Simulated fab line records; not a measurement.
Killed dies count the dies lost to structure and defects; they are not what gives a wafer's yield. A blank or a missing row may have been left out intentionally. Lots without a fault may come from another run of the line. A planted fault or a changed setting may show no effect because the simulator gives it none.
Chamber matching :: flow nandHarc :: NHARC_A_STAIRCASE_TRIM_20 on rieDiel-12 has 4 sister chambers
The step chemistry O2, time 211.2 s. 16 wafers are shown with their chamber, then 8 later ones without.

## WAFERS PAIRED WITH THEIR CHAMBERS
wafer: L077.2
chamber: 3
drypumpMotorCurrentA (A): 6.1
oesProductAu (a.u.): 1.004
rfVppV (V): 58.3

wafer: L077.5
chamber: 0
drypumpMotorCurrentA (A): 6.2
oesProductAu (a.u.): 1.000
rfVppV (V): 57.0

wafer: L077.6
chamber: 3
drypumpMotorCurrentA (A): 6.1
oesProductAu (a.u.): 0.993
rfVppV (V): 57.5

wafer: L077.1
chamber: 1
drypumpMotorCurrentA (A): 5.4
oesProductAu (a.u.): 1.006
rfVppV (V): 57.7

wafer: L077.3
chamber: 2
drypumpMotorCurrentA (A): 5.1
oesProductAu (a.u.): 0.979
rfVppV (V): 58.1

wafer: L077.4
chamber: 0
drypumpMotorCurrentA (A): 6.2
oesProductAu (a.u.): 0.988
rfVppV (V): 56.2

wafer: L080.4
chamber: 2
drypumpMotorCurrentA (A): 5.1
oesProductAu (a.u.): 0.984
rfVppV (V): 57.3

wafer: L080.5
chamber: 0
drypumpMotorCurrentA (A): 6.3
oesProductAu (a.u.): 0.996
rfVppV (V): 56.9

wafer: L080.6
chamber: 3
drypumpMotorCurrentA (A): 6.1
oesProductAu (a.u.): 1.008
rfVppV (V): 58.1

wafer: L089.4
chamber: 2
drypumpMotorCurrentA (A): 5.1
oesProductAu (a.u.): 1.005
rfVppV (V): 57.4

wafer: L089.5
chamber: 1
drypumpMotorCurrentA (A): 5.4
oesProductAu (a.u.): 1.010
rfVppV (V): 58.3

wafer: L089.6
chamber: 0
drypumpMotorCurrentA (A): 6.2
oesProductAu (a.u.): 0.992
rfVppV (V): 57.1

wafer: L091.1
chamber: 3
drypumpMotorCurrentA (A): 6.2
oesProductAu (a.u.): 1.000
rfVppV (V): 60.2

wafer: L091.4
chamber: 2
drypumpMotorCurrentA (A): 5.1
oesProductAu (a.u.): 0.994
rfVppV (V): 58.0

wafer: L091.5
chamber: 0
drypumpMotorCurrentA (A): 6.2
oesProductAu (a.u.): 0.995
rfVppV (V): 56.1

wafer: L092.3
chamber: 2
drypumpMotorCurrentA (A): 5.1
oesProductAu (a.u.): 0.985
rfVppV (V): 57.7

SIGNATURES (averages over the wafers above)
reading: drypumpMotorCurrentA
chamber 0: 6.220
chamber 1: 5.400
chamber 2: 5.100
chamber 3: 6.125
scatter within a chamber: 0.0359

reading: oesProductAu
chamber 0: 0.99420
chamber 1: 1.00800
chamber 2: 0.98940
chamber 3: 1.00125
scatter within a chamber: 0.00726

reading: rfVppV
chamber 0: 56.660
chamber 1: 58.000
chamber 2: 57.700
chamber 3: 58.525
scatter within a chamber: 0.687
Rule: a wafer lies at a distance from a chamber equal to the root of the sum of squares, over the readings, of (its reading less the chamber's mean, divided by the reading's scatter). If the next closest chamber is less than 2 further off than the closest, the wafer can't be placed; otherwise it belongs to the closest. How the scatter is found: for the shown wafers, subtract from each reading the mean of its chamber, square and add these, divide the total by (wafers less chambers), then take the root.

## WAFERS WHOSE CHAMBER IS MISSING
wafer: L092.4
drypumpMotorCurrentA (A): 5.4
oesProductAu (a.u.): 1.021
rfVppV (V): 58.3

wafer: L092.6
drypumpMotorCurrentA (A): 6.2
oesProductAu (a.u.): 0.989
rfVppV (V): 56.3

wafer: L093.2
drypumpMotorCurrentA (A): 5.1
oesProductAu (a.u.): 1.002
rfVppV (V): 58.6

wafer: L093.4
drypumpMotorCurrentA (A): 6.1
oesProductAu (a.u.): 0.997
rfVppV (V): 58.7

wafer: L093.5
drypumpMotorCurrentA (A): 6.2
oesProductAu (a.u.): 0.995
rfVppV (V): 57.2

wafer: L095.2
drypumpMotorCurrentA (A): 6.2
oesProductAu (a.u.): 0.985
rfVppV (V): 58.1

wafer: L095.3
drypumpMotorCurrentA (A): 5.4
oesProductAu (a.u.): 1.006
rfVppV (V): 58.3

wafer: L095.4
drypumpMotorCurrentA (A): 6.2
oesProductAu (a.u.): 0.995
rfVppV (V): 59.8

## WHICH CHAMBER EACH WENT THROUGH
wafer: L092.4
from the rows above: 1
in truth: 1

wafer: L092.6
from the rows above: 0
in truth: 0

wafer: L093.2
from the rows above: 2
in truth: 2

wafer: L093.4
from the rows above: 3
in truth: 3

wafer: L093.5
from the rows above: can't be placed: 0 or 3
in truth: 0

wafer: L095.2
from the rows above: can't be placed: 0 or 3
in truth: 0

wafer: L095.3
from the rows above: 1
in truth: 1

wafer: L095.4
from the rows above: can't be placed: 3 or 0
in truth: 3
5 of 8 placed correctly. From these rows, 3 cannot be placed; in 3 the true chamber is one of the candidates. 0 placed wrongly.
